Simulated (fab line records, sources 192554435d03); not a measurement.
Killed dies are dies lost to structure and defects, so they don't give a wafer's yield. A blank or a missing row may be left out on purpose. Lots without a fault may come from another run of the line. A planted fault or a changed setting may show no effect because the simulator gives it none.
fab line records | flow n5_finfet
record lots=23 wafers=69 last_day=17
route steps=1938 shown HKMG_FIN@419
lots that met no fault: from a run of the same line without faults
start_h: hours from the record's first day to the start of the lot's first wafer shown | wait_h: hours since the lot's step before | " the same as in the row above | L1.1+2: a row that stands for several wafers | - no value, or no start given | * or withheld: withheld | < > ~ a bound
route shown NAME@n: a module of which the file shows steps, and the number in the route of the first | usual: mean/standard deviation of fault-free wafers | same: alike in all rows | chamber/n: place in a boat | sites: the reading at each site | _std_site: their standard deviation | _edge_site: outer sites' mean less inner sites' | radius_mm: how far each site lies from the wafer's centre | mask NAME#n: copy n | behind: the tool/chamber that last shaped the wafer | hold: why the lot was held/for how many hours/how that ended | device: the transistor (n, p or np) that didn't switch | end of line: the same wafers' tests at the end of the route | a step without rows: its recipe alone | killed: dies lost to structure and defects at the first sort, not the wafer's yield | map: a wafer's dies, x killed, . not, _ none there
set.NAME: the setting as run; set.NAME@STEP: as run at that earlier step | model.NAME: the simulator's own value behind a step, which no gauge read
steps of the route over a sample of lots; a table a step, a row a wafer
services: from which hour (start_h, from the record's first day; less than 0 if before it) a tool's chamber was out of use, for how many hours, and why
## steps
# step N5_HKMG_FIN_ALD_36
# recipe material=TiN target_thk_a=10 temp_c=400 ald_precursor_family=TiCl4 ald_co_reactant=NH3 pulse_time_s=1 purge_time_s=3 co_reactant_purge_time_s=2 co_reactant_pulse_time_s=2 ald_cycles=47 pressure_torr=3
# usual heater_power_outer_w=550/61 heater_power_w=900/95 precursor_pulse_height_rel=0.998/0.018 susceptor_temp_C=400.00/0.25
# columns lot.wafer tool chamber start_h wait_h heater_power_outer_w heater_power_w precursor_pulse_height_rel susceptor_temp_C
L074.4 ald_metal-01 2 79.98 0.0 564 948 0.999 399.94
L074.5 " 1 " " 492 808 1.029 399.98
L074.6 " 2 " " 581 972 0.998 400.53
L075.2 ald_metal-04 0 83.84 0.0 617 1071 0.994 399.97
L075.3 " 1 " " 501 787 1.003 400.18
L075.4 " 2 " " 655 1088 0.993 400.37
L076.1 ald_metal-03 2 88.97 0.0 594 989 0.981 400.25
L076.3 " 3 " " 671 1042 1.030 399.90
L076.4 " 2 " " 601 975 0.994 400.46
L077.2 ald_metal-01 3 93.79 0.0 497 897 0.979 399.83
L077.4 " 0 " " 511 867 1.011 400.16
L077.5 " 2 " " 574 959 1.005 399.75
L078.1 ald_metal-01 0 102.47 0.0 501 836 0.984 399.80
L078.2 " 3 " " 511 905 0.977 400.09
L078.4 " 1 " " 486 825 1.004 399.72
L079.2 ald_metal-03 1 103.59 0.0 541 807 0.986 399.57
L079.3 " 2 " " 600 966 1.007 400.22
L079.5 " 3 " " 666 1043 0.983 400.52
L080.1 ald_metal-01 2 114.78 0.0 574 961 1.012 399.76
L080.5 " 2 " " 574 931 0.991 399.72
L080.6 " 1 " " 500 798 0.966 399.68
L081.2 ald_metal-04 2 117.06 0.0 646 1051 0.981 400.30
L081.3 " 3 " " 491 832 1.030 400.08
L081.5 " 0 " " 595 1025 0.980 400.01
L082.1 ald_metal-03 0 126.73 0.0 508 819 1.006 399.60
L082.4 " 3 " " 668 1025 1.003 400.08
L082.6 " 2 " " 612 1017 0.966 400.23
L083.1 ald_metal-04 1 136.53 0.0 496 764 1.008 400.02
L083.2 " 0 " " 626 1023 1.037 399.93
L083.5 " 1 " " 498 787 0.980 399.89
L084.1 ald_metal-03 0 140.67 0.0 494 805 0.988 400.10
L084.2 " 1 " " 529 801 1.011 400.11
L084.4 " 2 " " 620 992 1.026 399.97
L085.2 ald_metal-03 0 147.04 0.0 499 817 1.000 400.00
L085.5 " 0 " " 504 801 1.019 399.95
L085.6 " 3 " " 673 1014 1.013 399.93
L086.1 ald_metal-04 0 153.01 0.0 613 1044 1.000 400.04
L086.3 " 2 " " 645 1080 0.957 400.20
L086.4 " 1 " " 509 783 0.995 399.69
L087.3 ald_metal-03 1 154.22 0.0 536 807 0.995 399.79
L087.4 " 2 " " 630 979 0.983 400.11
L087.6 " 2 " " 609 995 1.016 400.31
L088.3 ald_metal-04 1 161.61 0.0 512 801 1.005 400.04
L088.5 " 2 " " 649 1096 0.987 400.02
L088.6 " 1 " " 524 788 0.999 399.80
L089.4 ald_metal-01 1 168.50 0.0 496 794 1.004 399.77
L089.5 " 0 " " 501 846 1.015 399.98
L089.6 " 3 " " 502 899 0.992 399.91
L090.3 ald_metal-01 0 172.47 0.0 502 834 0.983 399.90
L090.5 " 1 " " 476 788 1.008 400.22
L090.6 " 2 " " 565 956 1.022 400.10
L092.1 ald_metal-01 3 184.51 0.0 510 893 0.979 399.56
L092.3 " 0 " " 501 854 1.011 399.64
L092.6 " 0 " " 506 836 0.986 399.92
L093.2 ald_metal-03 2 192.97 0.0 630 972 1.003 400.07
L093.4 " 3 " " 670 1026 1.026 399.70
L093.6 " 0 " " 511 835 0.986 400.28
L094.1 ald_metal-01 0 193.56 0.0 515 813 1.013 400.02
L094.2 " 2 " " 574 959 1.003 399.85
L094.6 " 3 " " 529 901 1.001 400.17
L095.1 ald_metal-01 0 201.14 0.0 502 864 1.003 399.91
L095.5 " 2 " " 568 978 1.039 399.96
L095.6 " 1 " " 494 829 0.991 400.28
L096.1 ald_metal-03 0 207.11 0.0 499 797 1.012 400.24
L096.2 " 3 " " 653 1025 0.985 400.45
L096.6 " 0 " " 509 818 1.001 400.49
L097.1 ald_metal-04 3 212.25 0.0 488 866 1.033 400.26
L097.3 " 2 " " 644 1079 1.016 399.75
L097.5 " 1 " " 520 779 1.027 400.31
# step N5_HKMG_FIN_THK_MEAS_70
# recipe thk_meas_gauge=xrf reads=HfO2_of_HKMG_FIN_HK_ALD_01
# usual HK_THK=1.584/0.019
# columns lot.wafer tool chamber start_h wait_h HK_THK[nm]
L074.4 film_metro-01 - 80.27 0.2 1.590
L074.5 " - " " 1.588
L074.6 " - " " 1.595
L075.2 film_metro-02 - 84.12 0.2 1.618
L075.3 " - " " 1.582
L075.4 " - " " 1.631
L076.1 film_metro-01 - 89.25 0.2 1.584
L076.3 " - " " 1.596
L076.4 " - " " 1.580
L077.2 film_metro-02 - 94.07 0.2 1.632
L077.4 " - " " 1.568
L077.5 " - " " 1.567
L078.1 film_metro-01 - 102.75 0.2 1.595
L078.2 " - " " 1.593
L078.4 " - " " 1.593
L079.2 film_metro-02 - 103.87 0.2 1.549
L079.3 " - " " 1.599
L079.5 " - " " 1.565
L080.1 film_metro-02 - 115.06 0.2 1.569
L080.5 " - " " 1.559
L080.6 " - " " 1.523
L081.2 film_metro-01 - 117.34 0.2 1.580
L081.3 " - " " 1.587
L081.5 " - " " 1.565
L082.1 film_metro-02 - 127.01 0.2 1.558
L082.4 " - " " 1.583
L082.6 " - " " 1.594
L083.1 film_metro-01 - 136.81 0.2 1.581
L083.2 " - " " 1.577
L083.5 " - " " 1.584
L084.1 film_metro-01 - 140.95 0.2 1.592
L084.2 " - " " 1.601
L084.4 " - " " 1.600
L085.2 film_metro-01 - 147.32 0.2 1.602
L085.5 " - " " 1.586
L085.6 " - " " 1.604
L086.1 film_metro-02 - 153.29 0.2 1.560
L086.3 " - " " 1.563
L086.4 " - " " 1.571
L087.3 film_metro-02 - 154.50 0.2 1.580
L087.4 " - " " 1.608
L087.6 " - " " 1.554
L088.3 film_metro-02 - 161.90 0.2 1.605
L088.5 " - " " 1.594
L088.6 " - " " 1.571
L089.4 film_metro-02 - 168.78 0.2 1.568
L089.5 " - " " 1.541
L089.6 " - " " 1.614
L090.3 film_metro-01 - 172.75 0.2 1.581
L090.5 " - " " 1.572
L090.6 " - " " 1.574
L092.1 film_metro-02 - 184.79 0.2 1.577
L092.3 " - " " 1.553
L092.6 " - " " 1.620
L093.2 film_metro-01 - 193.25 0.2 1.596
L093.4 " - " " 1.588
L093.6 " - " " 1.593
L094.1 film_metro-01 - 193.84 0.2 1.595
L094.2 " - " " 1.579
L094.6 " - " " 1.606
L095.1 film_metro-01 - 201.42 0.2 1.573
L095.5 " - " " 1.555
L095.6 " - " " 1.564
L096.1 film_metro-01 - 207.39 0.2 1.594
L096.2 " - " " 1.573
L096.6 " - " " 1.581
L097.1 film_metro-02 - 212.53 0.2 1.591
L097.3 " - " " 1.657
L097.5 " - " " 1.597
# step N5_HKMG_FIN_ETCH_32
# recipe chemistry=N2/H2 target=SOC target_depth_a=2400 temp_c=40 time_s=300 ion_energy_ev=200 mask_material=SiARC pressure_mtorr=30 source_w=840 bias_w=150 n2_flow_sccm=200 h2_flow_sccm=200
# usual drypump_motor_current_A=5.7/0.51 h2_flow_sccm=200.0/0.59 oes_product_au=0.82/0.077 rf_vpp_V=524.0/3 showerhead_plenum_p_Torr=2.55/0.1 throttle_valve_pct=17.80/0.18
# columns lot.wafer tool chamber start_h wait_h drypump_motor_current_A h2_flow_sccm oes_product_au rf_hours_counter_h rf_vpp_V showerhead_plenum_p_Torr throttle_valve_pct
L074.4 rie_diel-06 2 81.41 0.1 5.4 200.0 0.95 - 529.1 2.71 17.80
L074.5 " 3 " " 5.2 200.0 0.92 - 528.9 2.68 17.54
L074.6 " 1 " " 6.7 201.4 0.82 - 522.7 2.47 17.94
L075.2 rie_diel-02 1 85.17 0.0 5.6 200.2 0.91 23 526.6 2.60 17.44
L075.3 " 0 " " 5.8 199.7 0.95 5 525.9 2.62 17.52
L075.4 " 2 " " 5.7 199.7 0.87 42 528.2 2.71 17.68
L076.1 rie_diel-06 1 90.30 0.0 6.7 199.7 0.82 86 521.1 2.47 17.94
L076.3 " 2 " " 5.5 199.8 0.94 12 528.4 2.71 17.81
L076.4 " 2 " " 5.4 200.0 0.93 - 529.3 2.71 17.82
L077.2 rie_diel-06 3 95.23 0.0 5.1 201.2 0.90 33 529.0 2.67 17.56
L077.4 " 2 " " 5.4 200.3 0.94 14 527.7 2.71 17.81
L077.5 " 3 " " 5.1 200.7 0.90 - 527.9 2.68 17.55
L078.1 rie_diel-01 2 103.68 0.0 6.3 200.4 0.72 227 522.2 2.50 17.85
L078.2 " 0 " " 6.1 199.3 0.75 193 521.0 2.42 18.00
L078.4 " 3 " " 5.7 199.1 0.92 5 522.4 2.49 17.68
L079.2 rie_diel-01 3 104.80 0.0 5.7 199.4 0.92 5 521.7 2.49 17.69
L079.3 " 1 " " 5.3 200.0 0.73 183 523.7 2.54 17.97
L079.5 " 3 " " 5.7 200.0 0.93 - 522.8 2.49 17.70
L080.1 rie_diel-01 3 116.14 0.0 5.7 199.3 0.90 11 522.1 2.49 17.70
L080.5 " 0 " " 6.1 199.6 0.75 - 520.9 2.42 18.02
L080.6 " 1 " " 5.3 200.4 0.71 - 523.0 2.54 17.99
L081.2 rie_diel-01 0 119.15 0.0 6.1 198.9 0.75 201 517.5 2.42 18.04
L081.3 " 3 " " 5.7 200.2 0.91 13 522.3 2.49 17.71
L081.5 " 2 " " 6.4 199.1 0.72 - 523.9 2.50 17.87
L082.1 rie_diel-01 2 128.96 0.0 6.4 198.1 0.71 240 523.8 2.50 17.87
L082.4 " 3 " " 5.8 200.3 0.88 17 521.4 2.48 17.71
L082.6 " 0 " " 6.1 200.4 0.75 - 519.6 2.42 18.03
L083.1 rie_diel-06 0 137.74 0.0 5.3 200.2 0.94 5 528.7 2.72 17.74
L083.2 " 3 " " 5.1 199.3 0.90 37 527.8 2.67 17.57
L083.5 " 2 " " 5.4 200.6 0.91 - 527.4 2.71 17.82
L084.1 rie_diel-01 1 142.08 0.0 5.3 200.8 0.71 202 522.9 2.53 18.01
L084.2 " 3 " " 5.7 199.5 0.87 23 523.1 2.48 17.74
L084.4 " 2 " " 6.4 201.1 0.71 246 521.3 2.49 17.88
L085.2 rie_diel-02 1 148.51 0.0 5.6 200.2 0.85 52 524.6 2.58 17.50
L085.5 " 2 " " 5.7 200.2 0.82 - 526.8 2.70 17.74
L085.6 " 1 " " 5.6 199.5 0.84 - 525.6 2.58 17.48
L086.1 rie_diel-02 0 154.50 0.0 5.8 199.9 0.87 33 526.2 2.61 17.57
L086.3 " 3 " " 4.7 199.9 0.83 65 521.7 2.46 17.75
L086.4 " 2 " " 5.8 200.8 0.83 73 525.4 2.70 17.75
L087.3 rie_diel-02 0 155.55 0.0 5.8 200.1 0.87 33 525.1 2.61 17.58
L087.4 " 2 " " 5.8 200.9 0.82 74 527.7 2.70 17.74
L087.6 " 2 " " 5.8 200.5 0.82 - 527.4 2.70 17.75
L088.3 rie_diel-02 0 162.95 0.0 5.8 199.2 0.87 36 524.5 2.61 17.57
L088.5 " 0 " " 5.8 199.8 0.87 - 525.6 2.61 17.57
L088.6 " 3 " " 4.7 200.3 0.82 - 522.1 2.46 17.78
L089.4 rie_diel-01 0 169.95 0.1 6.1 200.3 0.72 - 519.2 2.41 18.06
L089.5 " 3 " " 5.7 199.6 0.85 - 521.5 2.48 17.75
L089.6 " 1 " " 5.3 200.1 0.70 - 523.4 2.52 18.01
L090.3 rie_diel-01 3 173.67 0.0 5.7 199.8 0.85 38 522.6 2.48 17.76
L090.5 " 0 " " 6.1 199.4 0.73 - 520.3 2.41 18.08
L090.6 " 1 " " 5.3 199.1 0.69 - 522.9 2.52 18.03
L092.1 rie_diel-02 0 185.97 0.0 5.8 199.8 0.86 44 525.6 2.61 17.58
L092.3 " 2 " " 5.8 199.0 0.82 85 528.3 2.69 17.75
L092.6 " 0 " " 5.8 199.8 0.86 - 525.2 2.61 17.58
L093.2 rie_diel-01 1 194.61 0.0 5.3 199.7 0.68 225 524.1 2.52 18.05
L093.4 " 3 " " 5.7 200.2 0.83 47 521.8 2.47 17.76
L093.6 " 1 " " 5.3 200.1 0.68 - 524.3 2.52 18.02
L094.1 rie_diel-06 3 195.18 0.0 5.1 199.9 0.86 58 528.8 2.66 17.62
L094.2 " 1 " " 6.7 200.6 0.79 114 520.4 2.46 18.00
L094.6 " 2 " " 5.4 200.5 0.89 - 527.4 2.70 17.86
L095.1 rie_diel-02 3 202.47 0.0 4.7 199.4 0.82 82 522.4 2.45 17.80
L095.5 " 3 " " 4.7 200.3 0.81 - 521.5 2.45 17.79
L095.6 " 0 " " 5.8 200.0 0.85 - 526.3 2.60 17.59
L096.1 rie_diel-01 1 208.32 0.0 5.3 199.9 0.68 229 522.3 2.52 18.04
L096.2 " 3 " " 5.7 200.2 0.83 51 521.8 2.47 17.77
L096.6 " 1 " " 5.3 200.2 0.68 - 522.5 2.52 18.04
L097.1 rie_diel-06 0 213.61 0.0 5.3 200.0 0.87 31 526.4 2.71 17.77
L097.3 " 3 " " 5.1 200.8 0.85 64 528.6 2.66 17.60
L097.5 " 1 " " 6.7 199.5 0.78 - 520.8 2.46 18.01
# step N5_HKMG_FIN_ALD_91
# recipe material=TiN target_thk_a=10 temp_c=400 ald_precursor_family=TiCl4 ald_co_reactant=NH3 pulse_time_s=1 purge_time_s=3 co_reactant_purge_time_s=2 co_reactant_pulse_time_s=2 ald_cycles=47 pressure_torr=3
# usual heater_power_outer_w=550/60 heater_power_w=907/99 precursor_pulse_height_rel=1.005/0.017 susceptor_temp_C=399.98/0.23
# columns lot.wafer tool chamber start_h wait_h heater_power_outer_w heater_power_w precursor_pulse_height_rel susceptor_temp_C
L074.4 ald_metal-01 3 82.21 0.1 504 871 1.005 400.09
L074.5 " 0 " " 502 839 1.025 400.08
L074.6 " 3 " " 515 899 1.015 399.81
L075.2 ald_metal-04 0 86.10 0.3 610 1041 1.001 399.80
L075.3 " 1 " " 523 791 0.997 399.92
L075.4 " 3 " " 482 839 0.977 399.80
L076.1 ald_metal-04 2 91.19 0.3 638 1084 0.993 399.93
L076.3 " 0 " " 634 1062 1.011 400.28
L076.4 " 3 " " 482 853 0.988 399.65
L077.2 ald_metal-01 1 96.11 0.3 491 821 0.991 399.78
L077.4 " 3 " " 501 903 1.015 399.63
L077.5 " 3 " " 510 910 0.993 399.70
L078.1 ald_metal-04 3 104.57 0.3 488 833 0.990 400.21
L078.2 " 1 " " 511 786 1.014 400.19
L078.4 " 0 " " 631 1041 1.000 400.09
L079.2 ald_metal-01 3 105.69 0.3 511 894 1.017 400.48
L079.3 " 2 " " 573 936 1.009 400.52
L079.5 " 1 " " 500 818 0.984 399.78
L080.1 ald_metal-01 2 117.03 0.3 573 977 1.026 399.76
L080.5 " 3 " " 511 897 1.001 399.72
L080.6 " 2 " " 566 971 1.001 400.00
L081.2 ald_metal-01 3 120.04 0.3 512 873 1.021 400.34
L081.3 " 1 " " 500 782 1.035 399.72
L081.5 " 1 " " 499 795 1.019 399.93
L082.1 ald_metal-01 2 129.86 0.3 569 980 0.988 399.71
L082.4 " 3 " " 517 929 1.029 400.14
L082.6 " 3 " " 519 915 0.992 400.08
L083.1 ald_metal-03 3 138.63 0.3 667 1021 1.006 399.99
L083.2 " 0 " " 496 808 1.017 400.13
L083.5 " 3 " " 658 1015 0.997 399.87
L084.1 ald_metal-04 2 142.97 0.3 647 1068 1.029 399.92
L084.2 " 0 " " 623 1050 0.992 399.96
L084.4 " 3 " " 479 848 1.000 399.77
L085.2 ald_metal-04 0 149.40 0.3 624 1047 0.989 400.04
L085.5 " 1 " " 512 805 1.018 400.02
L085.6 " 0 " " 628 1032 1.029 400.51
L086.1 ald_metal-03 0 155.39 0.3 501 802 1.014 400.07
L086.3 " 3 " " 664 1013 1.004 399.67
L086.4 " 1 " " 534 812 0.994 400.01
L087.3 ald_metal-01 1 156.44 0.1 497 793 1.019 399.70
L087.4 " 2 " " 564 974 1.006 400.04
L087.6 " 0 " " 485 843 1.010 399.99
L088.3 ald_metal-03 0 163.84 0.1 501 803 0.988 399.96
L088.5 " 1 " " 544 818 1.014 400.08
L088.6 " 2 " " 614 996 0.994 399.98
L089.4 ald_metal-04 2 170.74 0.1 657 1088 1.009 399.79
L089.5 " 0 " " 620 1014 1.020 399.76
L089.6 " 1 " " 520 800 1.001 399.96
L090.3 ald_metal-01 3 174.56 0.1 521 889 1.014 399.93
L090.5 " 3 " " 530 913 1.007 399.76
L090.6 " 2 " " 570 961 0.997 399.84
L092.1 ald_metal-03 2 186.86 0.3 610 970 1.002 400.00
L092.3 " 0 " " 495 831 1.038 399.66
L092.6 " 3 " " 673 1020 1.031 400.10
L093.2 ald_metal-04 0 195.50 0.3 611 1050 0.984 399.79
L093.4 " 3 " " 487 864 0.993 399.95
L093.6 " 1 " " 511 775 1.022 400.03
L094.1 ald_metal-01 0 196.07 0.3 497 847 0.978 399.84
L094.2 " 2 " " 567 957 0.991 399.96
L094.6 " 1 " " 491 813 1.023 399.63
L095.1 ald_metal-03 1 203.36 0.3 521 781 0.983 399.44
L095.5 " 0 " " 495 816 1.008 400.09
L095.6 " 1 " " 538 807 1.012 399.77
L096.1 ald_metal-03 0 209.21 0.3 503 815 0.982 400.14
L096.2 " 3 " " 663 1029 1.021 399.56
L096.6 " 3 " " 663 1048 1.006 399.79
L097.1 ald_metal-01 3 214.49 0.3 509 892 0.998 400.42
L097.3 " 1 " " 497 808 1.005 400.02
L097.5 " 0 " " 492 838 1.035 400.11
# step N5_HKMG_FIN_ETCH_67
# recipe chemistry=N2/H2 target=SOC target_depth_a=3889 stop_on=TiN ion_energy_ev=100 bias_w=61 pressure_mtorr=30 source_w=850 n2_flow_sccm=200 h2_flow_sccm=200
# usual drypump_motor_current_A=5.7/0.46 h2_flow_sccm=200.0/0.59 oes_product_au=0.81/0.074 rf_vpp_V=240.7/1.3 showerhead_plenum_p_Torr=2.55/0.089 throttle_valve_pct=17.73/0.19
# columns lot.wafer tool chamber start_h wait_h drypump_motor_current_A h2_flow_sccm oes_product_au rf_hours_counter_h rf_vpp_V showerhead_plenum_p_Torr throttle_valve_pct
L074.4 rie_diel-02 1 83.83 - 5.6 201.0 0.90 22 240.9 2.60 17.42
L074.5 " 1 " " 5.6 200.4 0.89 - 240.3 2.60 17.42
L074.6 " 0 " " 5.8 199.8 0.94 - 242.0 2.62 17.49
L075.2 rie_diel-01 0 87.65 - 6.1 199.9 0.74 187 237.5 2.42 17.96
L075.3 " 1 " " 5.3 200.0 0.71 177 240.3 2.54 17.94
L075.4 " 2 " " 6.4 199.8 0.71 - 239.0 2.50 17.82
L076.1 rie_diel-02 1 92.64 - 5.6 199.6 0.88 27 240.3 2.59 17.42
L076.3 " 0 " " 5.8 200.1 0.92 9 242.9 2.62 17.48
L076.4 " 1 " " 5.6 199.1 0.89 - 240.4 2.59 17.43
L077.2 rie_diel-01 2 97.52 - 6.3 199.5 0.72 225 240.5 2.50 17.83
L077.4 " 0 " " 6.1 199.6 0.74 191 241.0 2.42 17.95
L077.5 " 1 " " 5.3 199.9 0.71 - 239.5 2.54 17.95
L078.1 rie_diel-02 1 106.58 - 5.6 199.6 0.88 33 241.5 2.59 17.44
L078.2 " 0 " " 5.8 199.7 0.90 14 241.4 2.62 17.50
L078.4 " 2 " " 5.7 199.9 0.85 51 243.5 2.71 17.67
L079.2 rie_diel-01 0 107.64 - 6.1 199.1 0.73 195 238.9 2.42 17.99
L079.3 " 2 " " 6.4 200.2 0.71 229 241.1 2.50 17.84
L079.5 " 3 " " 5.7 198.5 0.91 - 240.3 2.49 17.67
L080.1 rie_diel-01 0 118.57 - 6.1 200.8 0.73 200 241.0 2.42 17.98
L080.5 " 0 " " 6.1 200.3 0.73 - 240.2 2.42 18.00
L080.6 " 1 " " 5.3 199.7 0.70 - 241.5 2.53 17.94
L081.2 rie_diel-02 0 121.80 - 5.8 200.5 0.89 21 241.3 2.62 17.52
L081.3 " 2 " " 5.8 199.2 0.83 59 241.3 2.70 17.69
L081.5 " 0 " " 5.8 200.3 0.88 - 239.9 2.62 17.53
L082.1 rie_diel-01 1 131.49 - 5.3 199.6 0.70 197 239.3 2.53 17.96
L082.4 " 0 " " 6.1 200.0 0.72 207 238.9 2.42 18.01
L082.6 " 2 " " 6.4 199.6 0.71 - 238.9 2.49 17.85
L083.1 rie_diel-02 1 140.11 - 5.6 200.3 0.85 49 241.2 2.58 17.44
L083.2 " 0 " " 5.8 199.1 0.88 29 242.3 2.61 17.52
L083.5 " 1 " " 5.6 200.5 0.85 - 240.5 2.58 17.46
L084.1 rie_diel-06 0 144.38 - 5.3 200.1 0.92 7 242.4 2.72 17.69
L084.2 " 2 " " 5.4 199.1 0.91 21 242.4 2.71 17.81
L084.4 " 1 " " 6.7 199.9 0.80 96 239.5 2.47 17.94
L085.2 rie_diel-01 2 150.81 - 6.4 200.5 0.69 248 240.4 2.49 17.86
L085.5 " 2 " " 6.3 199.2 0.69 - 240.1 2.49 17.86
L085.6 " 1 " " 5.4 200.1 0.69 - 240.9 2.53 17.99
L086.1 rie_diel-02 1 156.89 - 5.6 199.5 0.84 55 239.8 2.58 17.47
L086.3 " 0 " " 5.8 200.5 0.87 34 240.0 2.61 17.54
L086.4 " 2 " " 5.7 199.2 0.81 75 243.1 2.70 17.73
L087.3 rie_diel-02 3 157.95 - 4.7 200.8 0.82 66 238.8 2.46 17.75
L087.4 " 2 " " 5.8 200.1 0.82 75 243.0 2.70 17.72
L087.6 " 0 " " 5.8 199.8 0.86 - 239.8 2.61 17.53
L088.3 rie_diel-01 3 165.31 - 5.7 199.4 0.85 33 240.2 2.48 17.71
L088.5 " 3 " " 5.7 199.8 0.85 - 239.6 2.48 17.72
L088.6 " 1 " " 5.3 200.0 0.69 - 239.8 2.53 18.00
L089.4 rie_diel-02 0 172.29 - 5.8 199.3 0.85 40 240.2 2.61 17.55
L089.5 " 0 " " 5.8 200.0 0.85 - 241.0 2.61 17.54
L089.6 " 1 " " 5.6 199.9 0.84 - 240.4 2.58 17.47
L090.3 rie_diel-01 3 176.04 - 5.7 199.9 0.84 40 239.1 2.48 17.73
L090.5 " 1 " " 5.3 199.7 0.69 - 241.5 2.52 18.01
L090.6 " 0 " " 6.1 200.7 0.71 - 238.2 2.41 18.04
L092.1 rie_diel-01 2 188.31 - 6.4 199.5 0.93 3 239.1 2.49 17.48
L092.3 " 3 " " 5.7 200.7 0.84 45 241.4 2.47 17.73
L092.6 " 0 " " 6.1 200.3 0.71 - 238.4 2.41 18.04
L093.2 rie_diel-06 0 197.01 - 5.3 200.1 0.87 27 242.9 2.71 17.74
L093.4 " 3 " " 5.2 199.8 0.85 59 242.1 2.66 17.57
L093.6 " 2 " " 5.4 200.7 0.87 - 244.7 2.70 17.84
L094.1 rie_diel-02 2 197.51 - 5.7 199.9 0.80 89 242.3 2.69 17.75
L094.2 " 1 " " 5.6 198.9 0.83 70 242.4 2.58 17.50
L094.6 " 0 " " 5.8 201.1 0.84 - 241.2 2.60 17.58
L095.1 rie_diel-02 0 204.77 - 5.8 198.2 0.84 51 240.9 2.60 17.56
L095.5 " 0 " " 5.8 200.2 0.83 - 241.6 2.60 17.57
L095.6 " 3 " " 4.7 201.2 0.80 - 239.8 2.45 17.78
L096.1 rie_diel-02 2 210.62 - 5.8 199.7 0.79 93 243.1 2.69 17.75
L096.2 " 1 " " 5.6 200.3 0.81 74 240.6 2.57 17.50
L096.6 " 2 " " 5.7 199.7 0.79 - 241.6 2.69 17.74
L097.1 rie_diel-02 2 216.02 - 5.8 201.0 0.78 94 241.2 2.69 17.76
L097.3 " 0 " " 5.8 200.3 0.83 56 240.8 2.60 17.57
L097.5 " 1 " " 5.6 200.8 0.81 - 241.7 2.57 17.49
# step N5_HKMG_FIN_CMP_94
# recipe stop_on=SiNx post_cmp_clean=w_dilute_nh4oh t_overpolish_s=4.7 down_force_psi=4 platen_rpm=50.289 pad_velocity_m_s=1.0006 target_thk_nm=43.299
# usual edge_zone_pressure_frac=0.999/0.0051 motor_current_A=12.0/1.8
# columns lot.wafer tool chamber start_h wait_h edge_zone_pressure_frac motor_current_A
L074.4 cmp-04 3 85.58 0.4 1.001 11.2
L074.6 " 3 " " 0.998 10.3
L074.5 " 0 " " 0.994 11.4
L075.3 cmp-04 1 89.58 0.3 1.002 11.6
L075.4 " 2 " " 0.998 12.2
L075.2 " 3 " " 0.999 10.8
L076.3 cmp-03 0 94.51 0.3 0.999 12.0
L076.1 " 1 " " 1.001 10.0
L076.4 " 2 " " 0.994 12.8
L077.4 cmp-01 2 99.28 0.4 0.999 16.9
L077.2 " 1 " " 0.998 11.3
L077.5 " 3 " " 1.002 11.3
L078.4 cmp-04 2 108.48 0.3 0.999 12.2
L078.2 " 3 " " 0.995 10.0
L078.1 " 0 " " 1.007 11.4
L079.3 cmp-04 1 109.45 0.4 0.997 12.1
L079.2 " 0 " " 0.993 11.6
L079.5 " 1 " " 0.997 12.5
L080.1 cmp-04 3 120.32 0.4 1.007 10.9
L080.6 " 3 " " 0.998 10.6
L080.5 " 0 " " 0.984 11.4
L081.3 cmp-01 3 123.59 0.3 0.999 10.6
L081.2 " 1 " " 0.995 12.1
L081.5 " 2 " " 0.989 17.3
L082.1 cmp-03 1 133.31 0.3 0.997 10.0
L082.4 " 2 " " 1.001 12.6
L082.6 " 0 " " 0.998 11.7
L083.1 cmp-03 3 141.96 0.4 0.994 10.8
L083.2 " 0 " " 1.003 11.7
L083.5 " 3 " " 0.999 11.2
L084.2 cmp-04 0 146.13 0.4 0.998 11.7
L084.1 " 1 " " 1.001 12.5
L084.4 " 2 " " 1.002 12.0
L085.2 cmp-01 2 152.66 0.2 1.000 17.3
L085.6 " 3 " " 0.997 10.5
L085.5 " 0 " " 0.997 12.2
L086.4 cmp-01 0 158.69 0.4 0.994 11.9
L086.1 " 2 " " 0.995 17.1
L086.3 " 3 " " 0.998 10.7
L087.3 cmp-01 3 159.74 0.4 0.992 10.8
L087.4 " 0 " " 1.005 12.3
L087.6 " 2 " " 1.000 17.1
L088.3 cmp-01 0 167.21 0.3 0.991 12.5
L088.5 " 3 " " 1.002 11.0
L088.6 " 0 " " 0.995 12.0
L089.4 cmp-04 1 174.14 0.3 1.004 12.8
L089.6 " 3 " " 0.992 10.2
L089.5 " 0 " " 0.990 11.1
L090.3 cmp-04 2 177.86 0.3 0.998 12.1
L090.5 " 0 " " 1.007 11.2
L090.6 " 1 " " 0.996 12.3
L092.1 cmp-01 0 190.12 0.3 1.002 12.3
L092.3 " 1 " " 0.997 11.0
L092.6 " 3 " " 1.002 10.9
L093.2 cmp-04 2 198.77 0.4 1.004 12.2
L093.4 " 1 " " 1.008 11.9
L093.6 " 2 " " 1.003 12.2
L094.2 cmp-01 0 199.26 0.4 0.993 11.4
L094.1 " 2 " " 0.997 17.1
L094.6 " 1 " " 0.997 11.6
L095.1 cmp-03 2 206.66 0.3 1.004 12.4
L095.6 " 1 " " 0.997 10.2
L095.5 " 2 " " 0.999 12.2
L096.1 cmp-01 2 212.43 0.3 1.001 17.0
L096.2 " 3 " " 0.997 11.0
L096.6 " 0 " " 1.004 12.8
L097.1 cmp-01 0 217.83 0.3 1.010 12.7
L097.3 " 2 " " 1.002 17.2
L097.5 " 0 " " 1.003 12.4
## services
# columns tool chamber start_h hours kind
rie_diel-01 3 59.68 14.2 repair
rie_diel-01 - 68.27 2.8 pm
rie_diel-02 1 68.50 2.2 repair
rie_diel-06 0 68.51 6.8 repair
rie_diel-06 2 83.58 4.7 repair
ald_metal-03 0 84.60 17.6 repair
rie_diel-02 2 92.12 3.4 repair
cmp-04 - 114.69 1.4 repair
cmp-04 - 122.01 12.8 pm
cmp-04 - 136.94 7.0 pm
rie_diel-02 0 145.20 4.2 repair
ald_metal-04 - 151.26 1.4 repair
ald_metal-04 - 155.08 0.4 repair
cmp-01 - 160.58 1.5 repair
ald_metal-04 0 161.23 1.7 repair
cmp-04 - 164.11 1.0 repair
cmp-01 - 179.65 4.0 pm
cmp-04 - 182.35 0.4 repair
ald_metal-04 - 186.50 2.2 repair
cmp-04 - 189.92 0.3 repair
ald_metal-03 2 200.74 20.5 repair
cmp-01 - 202.18 2.4 repair
cmp-04 - 203.12 2.8 repair
ald_metal-04 0 209.91 37.6 repair
## key
fault none
